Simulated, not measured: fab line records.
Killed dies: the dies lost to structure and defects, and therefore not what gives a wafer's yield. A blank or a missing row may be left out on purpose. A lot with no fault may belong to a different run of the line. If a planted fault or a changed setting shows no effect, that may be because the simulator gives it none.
fab line records | flow n5Finfet
[record] lots = 7 wafers = 21
route steps=1938 shown BEOL_M11@1539 BEOL_M12@1616 BEOL_M13@1661 BEOL_M14@1718 BEOL_M15@1820 PASS1_DEP@1831 MIM_BOT_ETCH@1868
startH: the number of hours between the record's first day and the start of the first shown wafer of the lot | waitH: hours elapsed since this lot's preceding step | " same as the row above | L1.1+2: a single row standing in for several wafers | - no value, or no start given | * or withheld: withheld | < > ~ a bound
route shown NAME@n: a module of which the file shows steps, and the number in the route of the first | usual: mean and standard deviation over wafers with no fault | same: alike in all rows | chamber/n: place in a boat | sites: readings site by site | _std_site: the standard deviation of these | _edge_site: outer sites' mean less inner sites' | radiusMm: how far each site lies from the wafer's centre | mask NAME#n: copy n | behind: the tool/chamber that last shaped the wafer | hold: the reason the lot was held/the length of the hold in hours/how it ended | device: the transistor (n, p or np) that didn't switch | end of line: the same wafers' tests at the end of the route | for a step that has no rows: nothing shown but its recipe | killed: at the first sort, the dies lost to defects and structure; wafer yield is something else | map: dies across one wafer; x = killed, . = not, _ = none there
set.NAME: the setting the step ran with; set.NAME@STEP: the setting that earlier step ran with | model.NAME: the simulator's own value behind a step, which no gauge read
one table per step and one row per wafer, for lots whose settings were changed on purpose
[[steps]]
[step N5_BEOL_M11_PECVD_70]
[recipe] material = SiO2 targetThkA = 200 tempC = 400 precursor = TEOS/O2 pressureTorr = 5.5 rfW = 450 teosFlowSccm = 53.8 gas = O2 flowSccm = 3000 timeS = 22.7
// columns lot.wafer tool chamber startH waitH set.tempC model.SiO2_of_BEOL_M11_PECVD_70.thkNm
L075.1+2 pecvd-03 0,2 244.19 0.0 400 19.2
L075.4 " 2 " " 400 19.4
L078.2 pecvd-04 0 262.48 0.0 400 19.8
L078.5 " 1 " " 412.7 18.6
L078.6 " 2 " " 400 20
L082.3 pecvd-03 1 278.00 0.0 400 20.2
L082.4+5 " 0,2 " " 400 19.8
L080.2 pecvd-03 1 279.25 0.0 409.7 18.6
L080.3 " 2 " " 409.7 18.2
L080.5 " 2 " " 400 19.8
L079.1+3 pecvd-04 0,1 279.34 0.0 389.4 21.2
L079.4 " 2 " " 389.4 21.4
L088.1 pecvd-04 2 305.96 0.0 387.7 20.8
L088.5 " 1 " " 387.7 21.6
L088.6 " 0 " " 400 20
L089.1 pecvd-04 0 320.48 0.0 400 19.6
L089.4 " 1 " " 400 19.8
L089.6 " 2 " " 416.2 17.4
[step N5_BEOL_M12_ETCH_59]
[recipe] chemistry = N2/H2 target = BARC targetDepthA = 890 overetchA = 267 timeS = 67.9 ionEnergyEv = 200 pressureMtorr = 30 sourceW = 840 biasW = 150 n2FlowSccm = 200 h2FlowSccm = 200
[usual] rfVppV = 523.4/2.2
// columns lot.wafer tool chamber startH waitH set.biasW rfVppV
L075.1 rieDiel-06 0 250.79 0.0 150 524.8
L075.2 " 1 " " 150 520.8
L075.4 " 1 " " 150 521.4
L078.2 rieDiel-01 2 271.22 0.0 150 524.6
L078.5 " 3 " " 164.1 553.3
L078.6 " 2 " " 164.1 555.5
L080.2 rieDiel-06 2 287.60 0.0 140.4 506.3
L080.3 " 3 " " 150 527.0
L080.5 " 0 " " 150 524.0
L082.3 rieDiel-01 2 288.26 0.0 150 524.2
L082.4 " 3 " " 150 522.2
L082.5 " 0 " " 150 521.0
L079.1 rieDiel-05 1 288.59 0.0 150 523.8
L079.3 " 3 " " 150 525.4
L079.4 " 0 " " 150 520.5
L088.1 rieDiel-01 2 314.14 0.0 143.2 509.8
L088.5 " 0 " " 143.2 505.7
L088.6 " 1 " " 143.2 508.7
L089.1 rieDiel-06 3 330.36 0.0 150 528.1
L089.4 " 2 " " 150 527.4
L089.6 " 2 " " 150 527.2
[step N5_BEOL_M13_COAT_58]
[recipe] resist = BARC tempC = 205 timeS = 60 spinRpm = 1500 resistThkNm = 89
// columns lot.wafer tool chamber startH waitH set.spinRpm model.BARC_of_BEOL_M13_COAT_58.thkNm
L075.1 lithoTrack-01 0 255.43 0.0 1547 87.6
L075.2+4 " 0 " " 1500 89.2
L078.2 lithoTrack-04 0 277.97 0.0 1500 89.2
L078.5+6 " 0 " " 1500 89
L080.2 lithoTrack-01 0 294.40 0.0 1371 92.8
L080.3 " 0 " " 1371 92.6
L080.5 " 0 " " 1500 88.6
L082.3 lithoTrack-03 0 294.69 0.0 1500 89.2
L082.4 " 0 " " 1500 89
L082.5 " 0 " " 1500 88.6
L079.1+4 lithoTrack-01 0 295.06 0.0 1500 88.8
L079.3 " 0 " " 1500 89
L088.1 lithoTrack-03 0 318.12 0.0 1500 89
L088.5 " 0 " " 1338 94.4
L088.6 " 0 " " 1338 94.2
L089.1+4 lithoTrack-01 0 342.47 0.0 1500 89.2
L089.6 " 0 " " 1423 91.8
[step N5_BEOL_M13_COAT_04]
[recipe] spinRpm = 1625 resistThkNm = 400
// columns lot.wafer tool chamber startH waitH set.spinRpm model.coat_of_BEOL_M13_COAT_04.thkNm
L075.1 lithoTrack-01 0 - - 1625 401.4
L075.2 " 0 " " 1625 402.4
L075.4 " 0 " " 1625 401.8
L078.2 lithoTrack-04 0 - - 1556 407.8
L078.5 " 0 " " 1556 408.4
L078.6 " 0 " " 1625 400.4
L080.2+5 lithoTrack-01 0 - - 1625 400.2
L080.3 " 0 " " 1489 417.2
L082.3 lithoTrack-03 0 - - 1625 399.2
L082.4 " 0 " " 1625 399.4
L082.5 " 0 " " 1625 400.6
L079.1 lithoTrack-01 0 - - 1625 402.8
L079.3 " 0 " " 1625 402.4
L079.4 " 0 " " 1773 384.4
L088.1 lithoTrack-03 0 - - 1559 410
L088.5 " 0 " " 1625 402
L088.6 " 0 " " 1559 409
L089.1 lithoTrack-01 0 - - 1510 414.6
L089.4 " 0 " " 1625 400
L089.6 " 0 " " 1510 416.2
[step N5_BEOL_M13_EBR_06]
[recipe] solvent = PGMEA ebrWidthMm = 1.5
[step N5_BEOL_M13_SOFTBAKE_05]
[recipe] tempC = 130 timeS = 60
[step N5_BEOL_M13_DESCUM_15]
[recipe] chemistry = O2 timeS = 7.9 sourcePowerW = 50 biasPowerW = 20 pressureMtorr = 20 rfFrequencyHz = 2.712e+07 tempC = 40 o2FlowSccm = 225
[step N5_BEOL_M13_ETCH_59]
[recipe] chemistry = N2/H2 target = BARC targetDepthA = 890 overetchA = 267 timeS = 67.9 ionEnergyEv = 200 pressureMtorr = 30 sourceW = 840 biasW = 150 n2FlowSccm = 200 h2FlowSccm = 200
// columns lot.wafer tool chamber startH waitH set.spinRpm@BEOL_M13_COAT_58 set.spinRpm@BEOL_M13_COAT_04 model.coat_of_BEOL_M13_COAT_04.thkNm model.etch.depthNm
L075.1 rieDiel-03 1 255.84 0.0 1547 1625 318.2 87.68
L075.2 " 0 " " 1500 1625 321.4 89.27
L075.4 " 3 " " 1500 1625 320.2 89.29
L078.2 rieDiel-02 2 278.37 0.0 1500 1556 325 89.14
L078.5 " 3 " " 1500 1556 324.2 89.04
L078.6 " 0 " " 1500 1625 318 89.02
L080.2 rieDiel-03 1 294.80 0.0 1371 1625 317.4 92.81
L080.3 " 0 " " 1371 1489 336 92.58
L080.5 " 3 " " 1500 1625 318.4 88.68
L082.3 rieDiel-04 2 295.08 0.0 1500 1625 317.6 89.14
L082.4 " 3 " " 1500 1625 318.8 88.97
L082.5 " 2 " " 1500 1625 319 88.66
L079.1 rieDiel-03 2 295.45 0.0 1500 1625 320.8 88.89
L079.3 " 1 " " 1500 1625 320 88.96
L079.4 " 3 " " 1500 1773 303.2 88.88
L088.1 rieDiel-03 2 318.64 0.0 1500 1559 328.8 89.01
L088.5 " 3 " " 1338 1625 321 94.39
L088.6 " 2 " " 1338 1559 327 94.26
L089.1 rieDiel-03 1 342.86 0.0 1500 1510 332 89.24
L089.4 " 0 " " 1500 1625 319.4 89.18
L089.6 " 2 " " 1423 1510 334.8 91.85
[step N5_BEOL_M13_VIA_ETCH_16]
[recipe] chemistry = C4F8/O2/Ar target = SiOC pressureMtorr = 30 sourceW = 3000 biasW = 700 Ar_flow_sccm = 400 C4F8_flow_sccm = 15 O2_flow_sccm = 8 heInnerTorr = 15 heOuterTorr = 30 targetDepthA = 9217 timeS = withheld ionEnergyEv = 250 ends = cleared
// columns lot.wafer tool chamber startH waitH set.spinRpm@BEOL_M13_COAT_04 model.coat_of_BEOL_M13_COAT_04.thkNm
L075.1 rieDiel-03 1 255.89 0.0 1625 70.4
L075.2 " 0 " " 1625 76.8
L075.4 " 3 " " 1625 70.8
L078.2 rieDiel-02 2 278.42 0.0 1556 81.6
L078.5 " 3 " " 1556 76.4
L078.6 " 0 " " 1625 69.8
L080.2 rieDiel-03 1 294.85 0.0 1625 72.6
L080.3 " 0 " " 1489 88
L080.5 " 3 " " 1625 71.2
L082.3 rieDiel-04 2 295.13 0.0 1625 74
L082.4 " 3 " " 1625 72
L082.5 " 2 " " 1625 70.4
L079.1 rieDiel-03 2 295.51 0.0 1625 77.6
L079.3 " 1 " " 1625 74.8
L079.4 " 3 " " 1773 51.6
L088.1 rieDiel-03 2 318.70 0.0 1559 84.4
L088.5 " 2 " " 1625 75.6
L088.6 " 3 " " 1559 81.4
L089.1 rieDiel-03 1 342.91 0.0 1510 93
L089.4 " 0 " " 1625 75.4
L089.6 " 2 " " 1510 89.6
[step N5_BEOL_M13_STRIP_63]
[recipe] chemistry = N2/H2 powerW = 1000 tempC = 250 h2Frac = 0.65 overashFraction = 0.3 pressureMtorr = 1000 n2FlowSccm = 1750 h2FlowSccm = 3250
[usual] stripTimeToEndpointS = 28.2/0.95
// columns lot.wafer tool chamber startH waitH set.spinRpm@BEOL_M13_COAT_04 stripTimeToEndpointS
L075.1 plasmaAsher-02 1 256.12 - 1625 27.8
L075.2 " 0 " " 1625 29.7
L075.4 " 0 " " 1625 27.9
L078.2 plasmaAsher-01 1 278.65 - 1556 31.0
L078.5 " 1 " " 1556 29.5
L078.6 " 0 " " 1625 27.6
L080.2 plasmaAsher-02 1 295.08 - 1625 28.4
L080.3 " 1 " " 1489 32.9
L080.5 " 0 " " 1625 28.0
L082.3 plasmaAsher-01 1 295.39 - 1625 28.8
L082.4 " 0 " " 1625 28.2
L082.5 " 1 " " 1625 27.8
L079.1 plasmaAsher-01 1 295.74 - 1625 29.9
L079.3 " 1 " " 1625 29.1
L079.4 " 0 " " 1773 22.2
L088.1 plasmaAsher-01 1 318.93 - 1559 31.8
L088.5 " 0 " " 1625 29.3
L088.6 " 1 " " 1559 31.0
L089.1 plasmaAsher-01 0 343.15 - 1510 34.2
L089.4 " 1 " " 1625 29.2
L089.6 " 0 " " 1510 33.3
[step N5_BEOL_M13_STRIP_64]
[recipe] chemistry = N2/H2 powerW = 1000 tempC = 250 h2Frac = 0.65 overashFraction = 0.3 pressureMtorr = withheld n2FlowSccm = 1750 h2FlowSccm = 3250
[usual] stripTimeToEndpointS = 31.31/0.065
// columns lot.wafer tool chamber startH waitH set.spinRpm@BEOL_M13_COAT_58 stripTimeToEndpointS
L075.1 plasmaAsher-02 1 256.18 0.0 1547 30.93
L075.2 " 0 " " 1500 31.39
L075.4 " 0 " " 1500 31.40
L078.2 plasmaAsher-01 1 278.71 0.0 1500 31.36
L078.5 " 1 " " 1500 31.31
L078.6 " 0 " " 1500 31.31
L080.2 plasmaAsher-02 1 295.14 0.0 1371 32.40
L080.3 " 1 " " 1371 32.33
L080.5 " 0 " " 1500 31.23
L082.3 plasmaAsher-01 1 295.45 0.0 1500 31.34
L082.4 " 0 " " 1500 31.29
L082.5 " 1 " " 1500 31.20
L079.1 plasmaAsher-01 1 295.80 0.0 1500 31.27
L079.3 " 1 " " 1500 31.31
L079.4 " 0 " " 1500 31.28
L088.1 plasmaAsher-01 1 318.99 0.0 1500 31.30
L088.5 " 0 " " 1338 32.84
L088.6 " 1 " " 1338 32.80
L089.1 plasmaAsher-01 0 343.21 0.0 1500 31.37
L089.4 " 1 " " 1500 31.37
L089.6 " 0 " " 1423 32.14
[step N5_BEOL_M14_COAT_58]
[recipe] resist = BARC tempC = 205 timeS = 60 spinRpm = 1500 resistThkNm = 89
// columns lot.wafer tool chamber startH waitH set.spinRpm model.BARC_of_BEOL_M14_COAT_58.thkNm
L075.1 lithoTrack-05 0 263.14 0.0 1500 89.4
L075.2 " 0 " " 1500 89.2
L075.4 " 0 " " 1500 89
L078.2 lithoTrack-02 0 282.17 0.0 1500 88.8
L078.5 " 0 " " 1500 89
L078.6 " 0 " " 1362 93.4
L080.2+5 lithoTrack-05 0 298.65 0.0 1500 88.6
L080.3 " 0 " " 1500 88.8
L079.1 lithoTrack-02 0 299.62 0.0 1500 89.4
L079.3+4 " 0 " " 1500 89
L082.3+4 lithoTrack-05 0 303.58 0.0 1500 89
L082.5 " 0 " " 1500 88.8
L088.1 lithoTrack-05 0 322.54 0.0 1500 89
L088.5 " 0 " " 1410 91.8
L088.6 " 0 " " 1500 88.8
L089.1 lithoTrack-03 0 349.63 0.0 1414 91.6
L089.4 " 0 " " 1500 88.8
L089.6 " 0 " " 1500 89
[step N5_BEOL_M14_COAT_04]
[recipe] spinRpm = 1704 resistThkNm = 800
[step N5_BEOL_M14_EBR_06]
[recipe] solvent = PGMEA ebrWidthMm = 1.5
[step N5_BEOL_M14_DESCUM_15]
[recipe] chemistry = O2 timeS = 7.9 sourcePowerW = 50 biasPowerW = 20 pressureMtorr = 20 rfFrequencyHz = 2.712e+07 tempC = 40 o2FlowSccm = 225
[step N5_BEOL_M14_ETCH_59]
[recipe] chemistry = N2/H2 target = BARC targetDepthA = 890 overetchA = 267 timeS = 67.9 ionEnergyEv = 200 pressureMtorr = 30 sourceW = 840 biasW = 150 n2FlowSccm = 200 h2FlowSccm = 200
// columns lot.wafer tool chamber startH waitH set.spinRpm@BEOL_M14_COAT_58 model.etch.depthNm
L075.1 rieDiel-01 2 263.81 0.0 1500 89.43
L075.2 " 0 " " 1500 89.26
L075.4 " 1 " " 1500 89.02
L078.2 rieDiel-06 0 282.64 0.0 1500 88.81
L078.5 " 2 " " 1500 88.94
L078.6 " 1 " " 1362 93.32
L080.2 rieDiel-06 1 299.04 0.0 1500 88.61
L080.3 " 3 " " 1500 88.75
L080.5 " 1 " " 1500 88.69
L079.1 rieDiel-01 3 300.23 0.0 1500 89.31
L079.3 " 1 " " 1500 89.08
L079.4 " 2 " " 1500 89.04
L082.3 rieDiel-01 3 304.10 0.0 1500 89
L082.4 " 1 " " 1500 88.9
L082.5 " 0 " " 1500 88.73
L088.1 rieDiel-05 1 323.12 0.0 1500 88.91
L088.5 " 2 " " 1410 91.76
L088.6 " 0 " " 1500 88.84
L089.1 rieDiel-05 2 350.19 0.0 1414 91.61
L089.4 " 3 " " 1500 88.86
L089.6 " 2 " " 1500 88.95
[step N5_BEOL_M14_DEP_53]
[recipe] material = SiCN targetThkA = 500 tempC = withheld precursor = 3MS/NH3 pressureTorr = 3 rfW = 675 timeS = 17.8
// columns lot.wafer tool chamber startH waitH set.timeS model.SiCN_of_BEOL_M14_DEP_53.thkNm
L075.1 pecvd-03 2 268.34 0.0 15.48 43.8
L075.2 " 0 " " 15.48 43
L075.4 " 0 " " 17.8 50
L078.2 pecvd-03 1 288.07 0.0 17.8 49.6
L078.5 " 1 " " 17.8 50.4
L078.6 " 2 " " 17.8 51
L080.2 pecvd-04 1 304.23 0.0 17.8 48.6
L080.3 " 2 " " 17.8 48.8
L080.5 " 1 " " 18.89 52.6
L079.1 pecvd-02 0 305.33 0.0 15.59 44.4
L079.3 " 2 " " 15.59 43.8
L079.4 " 1 " " 17.8 50.8
L082.3+5 pecvd-04 0,1 311.11 0.0 17.8 49.8
L082.4 " 2 " " 17.8 50.2
L088.1 pecvd-03 0 330.16 0.0 17.8 50.2
L088.5 " 0 " " 15.45 44.4
L088.6 " 1 " " 15.45 43.8
L089.1+6 pecvd-02 2 355.15 0.0 17.8 49.6
L089.4 " 1 " " 19.94 57
[step N5_BEOL_M15_SPUTTER_44]
[recipe] material = Ta targetThkA = 150 tempC = 50 biasV = 80 powerW = 15000 chamberPressurePa = 0.07 timeS = 24.19
// columns lot.wafer tool chamber startH waitH set.powerW model.Ta_of_BEOL_M15_SPUTTER_44.thkNm
L075.1+4 pvdSputter-01 - 275.50 0.0 12520 12.4
L075.2 " - " " 15000 14.8
L078.2 pvdSputter-02 - 292.58 0.0 15000 15
L078.5 " - " " 13290 13.4
L078.6 " - " " 13290 13.2
L080.2+5 pvdSputter-03 - 308.98 0.0 15000 15.2
L080.3 " - " " 15000 15.4
L079.1 pvdSputter-01 - 309.48 0.0 16960 17.2
L079.3 " - " " 15000 15.2
L079.4 " - " " 16960 17.4
L082.3+4+5 pvdSputter-02 - 316.45 0.0 15000 15
L088.1 pvdSputter-03 - 341.32 0.0 15000 15.4
L088.5 " - " " 15000 15.2
L088.6 " - " " 13140 13.2
L089.1 pvdSputter-02 - 358.66 0.0 15000 15
L089.4 " - " " 16440 16.6
L089.6 " - " " 15000 15.2
[step N5_BEOL_M15_SPUTTER_45]
[recipe] material = Cu targetThkA = 1000 tempC = -20 biasV = 60 powerW = 26000 chamberPressurePa = 0.13 timeS = 16.67
[step N5_BEOL_M15_ECD_47]
[recipe] material = Cu targetThkA = 18600
[step N5_BEOL_M15_ANNEAL_48]
[recipe] tempC = 225 timeS = 90 ambient = N2
[step N5_BEOL_M15_CMP_49]
[recipe] stopOn = SiO2 tOverpolishS = 4.9 downForcePsi = 2 platenRpm = 80 clearingPlatenDownForcePsi = 2 clearingPlatenRpm = 80 postCmpClean = cuAlkaline targetThkNm = 850 clearingPlatenPadVelocityMS = 1.5917 padVelocityMS = 1.5917
[usual] barrierFieldEndpointS = 11.38/0.24
// columns lot.wafer tool chamber startH waitH set.powerW@BEOL_M15_SPUTTER_44 barrierFieldEndpointS
L075.1 cmp-04 3 276.24 0.3 12520 10.07
L075.4 " 0 " " 12520 10.37
L075.2 " 2 " " 15000 11.22
L078.2 cmp-01 3 293.41 0.3 15000 11.04
L078.5 " 1 " " 13290 10.37
L078.6 " 2 " " 13290 10.55
L080.3 cmp-02 3 310.20 0.2 15000 11.55
L080.2 " 2 " " 15000 11.39
L080.5 " 0 " " 15000 11.54
L079.1 cmp-01 3 310.91 0.3 16960 11.55
L079.3 " 0 " " 15000 11.10
L079.4 " 1 " " 16960 12.14
L082.4 cmp-02 2 317.26 0.2 15000 11.42
L082.3 " 3 " " 15000 11.46
L082.5 " 1 " " 15000 11.69
L088.1 cmp-01 1 342.36 0.5 15000 11.59
L088.5 " 0 " " 15000 11.80
L088.6 " 1 " " 13140 10.95
L089.4 cmp-01 3 359.53 0.2 16440 11.85
L089.1 " 1 " " 15000 11.09
L089.6 " 2 " " 15000 11.38
[step N5_PASSIVATION_PECVD_00]
[recipe] material = SiO2 targetThkA = 2000 tempC = 400 precursor = SiH4/N2O pressureTorr = 2.7 rfW = 608 timeS = 11.2
// columns lot.wafer tool chamber startH waitH set.timeS model.SiO2_of_PASSIVATION_PECVD_00.thkNm
L075.1 pecvd-03 2 277.84 0.8 11.2 200.8
L075.2 " 1 " " 11.2 202.2
L075.4 " 1 " " 11.2 204.8
L078.2 pecvd-03 0 294.78 0.7 11.84 207.8
L078.5 " 1 " " 11.2 203.6
L078.6 " 2 " " 11.84 216.6
L080.2 pecvd-02 0 311.63 0.7 11.2 203.2
L080.3 " 2 " " 9.613 171
L080.5 " 2 " " 9.613 171.8
L079.1 pecvd-01 2 312.31 0.8 12.83 229.6
L079.3 " 1 " " 11.2 202.2
L079.4 " 1 " " 11.2 204.8
L082.3 pecvd-03 2 318.62 0.5 11.2 196.8
L082.4 " 1 " " 11.2 201
L082.5 " 0 " " 11.2 197.8
L088.1 pecvd-01 2 343.76 0.8 11.2 200
L088.5 " 1 " " 11.2 203.8
L088.6 " 2 " " 11.2 199.2
L089.1 pecvd-03 2 360.92 0.8 12.27 215.6
L089.4 " 1 " " 11.2 201.6
L089.6 " 0 " " 12.27 217.6
[step N5_MIM_BOT_ETCH_ETCH_00]
[recipe] chemistry = Cl2/BCl3 target = TiN targetDepthA = 455 ionEnergyEv = 150 pressureMtorr = 10 icpW = 1000 biasW = 126 Cl2_flow_sccm = 53.25 bcl3FlowSccm = 21.75 Ar_flow_sccm = 25
// columns lot.wafer tool chamber startH waitH set.icpW model.etch.depthNm
L075.1 rieMetal-03 0 282.14 0.1 1000 45.35
L075.2 " 0 " " 1000 44.97
L075.4 " 0 " " 1000 44.9
L078.2 rieMetal-02 1 297.50 0.1 1000 46.97
L078.5 " 0 " " 1000 45.3
L078.6 " 1 " " 847.6 40.99
L080.2 rieMetal-01 1 317.29 0.1 1000 44.85
L080.3 " 0 " " 1000 46.66
L080.5 " 1 " " 1000 44.82
L079.1 rieMetal-02 0 317.50 0.1 939.5 42.16
L079.3 " 0 " " 939.5 42.59
L079.4 " 1 " " 939.5 44.7
L082.3 rieMetal-03 0 322.32 0.1 1000 45.01
L082.4 " 1 " " 1000 45
L082.5 " 0 " " 1000 45.39
L088.1 rieMetal-01 0 349.26 0.1 1000 46.85
L088.5 " 1 " " 1156 51.23
L088.6 " 0 " " 1000 46.68
L089.1 rieMetal-03 0 365.73 0.1 1173 52.16
L089.4 " 1 " " 1000 45.16
L089.6 " 0 " " 1000 45.52
[[key]]
[split] step = N5_BEOL_M11_PECVD_70 setting = tempC stated = 400 by = wafer
[response] step = N5_BEOL_M11_PECVD_70 reading = model.SiO2_of_BEOL_M11_PECVD_70.thkNm change = -0.491 per = 1% r = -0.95
[split] step = N5_BEOL_M12_ETCH_59 setting = biasW stated = 150 by = wafer
[response] step = N5_BEOL_M12_ETCH_59 reading = rfVppV change = +3.11 per = 1% r = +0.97
[split] step = N5_BEOL_M13_COAT_58 setting = spinRpm stated = 1500 by = wafer
[response] step = N5_BEOL_M13_COAT_58 reading = model.BARC_of_BEOL_M13_COAT_58.thkNm change = -0.489 per = 1% r = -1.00
[response] step = N5_BEOL_M13_ETCH_59 reading = model.etch.depthNm change = -0.487 per = 1% r = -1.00
[response] step = N5_BEOL_M13_STRIP_64 reading = stripTimeToEndpointS change = * per = 1% r = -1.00
[split] step = N5_BEOL_M13_COAT_04 setting = spinRpm stated = 1625 by = wafer
[response] step = N5_BEOL_M13_COAT_04 reading = model.coat_of_BEOL_M13_COAT_04.thkNm change = -2.02 per = 1% r = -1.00
[response] step = N5_BEOL_M13_ETCH_59 reading = model.coat_of_BEOL_M13_COAT_04.thkNm change = -1.95 per = 1% r = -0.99
[response] step = N5_BEOL_M13_VIA_ETCH_16 reading = model.coat_of_BEOL_M13_COAT_04.thkNm change = -2.27 per = 1% r = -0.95
[response] step = N5_BEOL_M13_STRIP_63 reading = stripTimeToEndpointS change = * per = 1% r = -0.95
[split] step = N5_BEOL_M14_COAT_58 setting = spinRpm stated = 1500 by = wafer
[response] step = N5_BEOL_M14_COAT_58 reading = model.BARC_of_BEOL_M14_COAT_58.thkNm change = -0.484 per = 1% r = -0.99
[response] step = N5_BEOL_M14_ETCH_59 reading = model.etch.depthNm change = -0.48 per = 1% r = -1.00
[split] step = N5_BEOL_M14_DEP_53 setting = timeS stated = 17.8 by = wafer
[response] step = N5_BEOL_M14_DEP_53 reading = model.SiCN_of_BEOL_M14_DEP_53.thkNm change = +0.533 per = 1% r = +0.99
[split] step = N5_BEOL_M15_SPUTTER_44 setting = powerW stated = 15000 by = wafer
[response] step = N5_BEOL_M15_SPUTTER_44 reading = model.Ta_of_BEOL_M15_SPUTTER_44.thkNm change = +0.155 per = 1% r = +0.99
[response] step = N5_BEOL_M15_CMP_49 reading = barrierFieldEndpointS change = +0.0585 per = 1% r = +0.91
[split] step = N5_PASSIVATION_PECVD_00 setting = timeS stated = 11.2 by = wafer
[response] step = N5_PASSIVATION_PECVD_00 reading = model.SiO2_of_PASSIVATION_PECVD_00.thkNm change = +1.91 per = 1% r = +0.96
[split] step = N5_MIM_BOT_ETCH_ETCH_00 setting = icpW stated = 1000 by = wafer
[response] step = N5_MIM_BOT_ETCH_ETCH_00 reading = model.etch.depthNm change = +0.343 per = 1% r = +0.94
